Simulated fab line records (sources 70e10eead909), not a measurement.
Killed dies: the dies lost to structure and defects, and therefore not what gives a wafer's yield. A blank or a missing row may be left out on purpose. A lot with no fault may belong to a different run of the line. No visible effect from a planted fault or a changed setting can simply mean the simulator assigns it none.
Which tool did it? | flow nand_harc | 18 wafers from 6 lots sampled at 5 of the route's 1302 steps

== WHAT THE GAUGES SHOWED, per wafer ==
NHARC_END_SORT_01.
lot  | measured     | on        | killed_at_array
L332 | day 29 02:26 | prober-02 | 26 18

== EACH LOT AND THE TOOL THAT RAN IT (in order: tool; ch and the chambers of the sampled wafers; start) ==
lot  | NHARC_A_CHANNEL_HOLE_D1_ETCH_24  | NHARC_A_CHANNEL_FILL_D1_ALD_02   | NHARC_A_CHANNEL_FILL_D1_ALD_15      | NHARC_A_CHANNEL_FILL_D1_ALD_16
L323 | har_etch-02 ch 0,1, day 9 19:47  | ald_hk-01 ch 0,2,3, day 9 23:38  | ald_sin_batch-01 ch 0, day 10 09:41 | ald_hk-01 ch 0,1,3, day 10 11:46
L325 | har_etch-01 ch 0,1, day 10 20:12 | ald_hk-03 ch 0,1,2, day 10 23:49 | ald_sin_batch-02 ch 0, day 11 09:43 | ald_hk-04 ch 0,3, day 11 11:46
L330 | har_etch-02 ch 0,1, day 12 16:52 | ald_hk-03 ch 1,2,3, day 12 20:32 | ald_sin_batch-03 ch 0, day 13 06:31 | ald_hk-04 ch 0,3, day 13 08:37
L332 | har_etch-01 ch 0,1, day 13 11:16 | ald_hk-03 ch 1,2,3, day 13 15:02 | ald_sin_batch-02 ch 0, day 14 00:16 | ald_hk-01 ch 0,1,3, day 14 02:25
L337 | har_etch-01 ch 0,1, day 15 18:22 | ald_hk-03 ch 1,2,3, day 15 22:03 | ald_sin_batch-03 ch 0, day 16 07:21 | ald_hk-04 ch 1,2, day 16 09:28
L339 | har_etch-01 ch 0,1, day 16 12:49 | ald_hk-01 ch 0,1, day 16 16:31   | ald_sin_batch-01 ch 0, day 17 02:41 | ald_hk-01 ch 0,1, day 17 04:46
- NHARC_A_CHANNEL_HOLE_D1_ETCH_24: etches the open film in C4F8/O2/Ar, time 906.2 s, target depth 1500 nm.
- NHARC_A_CHANNEL_FILL_D1_ALD_02: deposits SiO2, target thk 6 nm, pulse time 10 s, ald cycles 60.
- NHARC_A_CHANNEL_FILL_D1_ALD_15: deposits SiNx, target thk 2 nm, pulse time 60 s, ald cycles 19.
- NHARC_A_CHANNEL_FILL_D1_ALD_16: deposits SiO2, target thk 1.5 nm, pulse time 10 s, ald cycles 15.

== THE ANSWER, worked out from the rows above alone ==
Rule: the lots themselves supply what counts as usual. Put in order of their means at a reading, lots are off if they are a third of the lots or fewer, leave a main group of 4 or more, and stand apart from it by a gap of 3 or more times the standard deviation of the main group's means; of several such gaps the widest counts. If all means in a main group match to the digits the tables above print for the reading, that group is not used. A lot without any number at a reading at which 4 lots or more have one is off too. Where the step has rows for the other lots, those lots are counted as sound.
No lot is off on any of the readings shown, so nothing can be concluded from this.

== WHAT THE SIMULATOR HAD INSERTED ==
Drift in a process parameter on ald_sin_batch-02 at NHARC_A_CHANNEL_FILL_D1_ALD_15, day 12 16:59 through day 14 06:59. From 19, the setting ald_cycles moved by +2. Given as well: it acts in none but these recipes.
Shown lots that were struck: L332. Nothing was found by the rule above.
